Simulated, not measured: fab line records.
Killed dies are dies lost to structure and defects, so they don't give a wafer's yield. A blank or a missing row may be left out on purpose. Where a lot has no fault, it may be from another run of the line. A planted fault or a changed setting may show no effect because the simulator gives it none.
Which tool was responsible?	flow n5-finfet	12 lots, 36 wafers sampled, at 2 steps of a route of 1938

WHAT EACH GAUGE READ, for each wafer
N5_WELL_APT_CD_MEAS_25 targets a cd of 200 nm.
lot	measured	on	cd-nm (nm)
L075	day 1 21:02	cd-sem-01	203.6 205.2 205.0
L077	day 2 09:29	cd-sem-03	199.0 197.5 198.6
L079	day 2 20:50	cd-sem-01	203.0 204.8 204.7
L081	day 3 08:48	cd-sem-03	201.9 200.4 200.7
L083	day 3 20:52	cd-sem-01	204.2 205.0 204.0
L085	day 4 08:48	cd-sem-02	201.8 202.4 198.9
L087	day 4 21:00	cd-sem-01	203.0 202.3 204.0
L089	day 5 09:05	cd-sem-01	198.7 200.8 202.6
L091	day 5 21:37	cd-sem-02	203.8 200.1 200.6
L093	day 6 08:52	cd-sem-01	200.1 198.6 201.7
L095	day 6 21:23	cd-sem-02	201.4 202.7 203.1
L097	day 7 10:38	cd-sem-03	200.2 201.4 199.2

TOOL THAT RAN EACH LOT (tool first, then ch and the chambers of the sampled wafers, then the start)
lot	N5_ZERO_LAYER_DESCUM_16
L075	rie-diel-05 ch 1,3, day 1 18:55
L077	rie-diel-05 ch 0,1,2, day 2 06:52
L079	rie-diel-05 ch 1,2,3, day 2 18:42
L081	rie-diel-01 ch 0,1,3, day 3 06:48
L083	rie-diel-05 ch 0,2,3, day 3 18:42
L085	rie-diel-06 ch 0,1,2, day 4 06:41
L087	rie-diel-05 ch 0,1, day 4 18:45
L089	rie-diel-05 ch 0,1,3, day 5 06:56
L091	rie-diel-01 ch 0,2,3, day 5 19:02
L093	rie-diel-01 ch 0,1,3, day 6 06:42
L095	rie-diel-01 ch 1,2,3, day 6 19:05
L097	rie-diel-05 ch 0,3, day 7 07:05
- N5_ZERO_LAYER_DESCUM_16: chemistry O2, time 7.9 s.

THE ANSWER, worked out from the rows above alone
Rule: the lots themselves supply what counts as usual. Put in order of their means at a reading, lots are off if they are a third of the lots or fewer, leave a main group of 4 or more, and stand apart from it by a gap of 3 or more times the standard deviation of the main group's means; of several such gaps the widest counts. Not used: any main group whose means are identical at the precision the tables above print for the reading. A lot without any number at a reading at which 4 lots or more have one is off too. The other lots that the step has rows for count as sound.
None of the lots is off at any reading shown; this tells nothing.

WHAT THE SIMULATOR PUT IN
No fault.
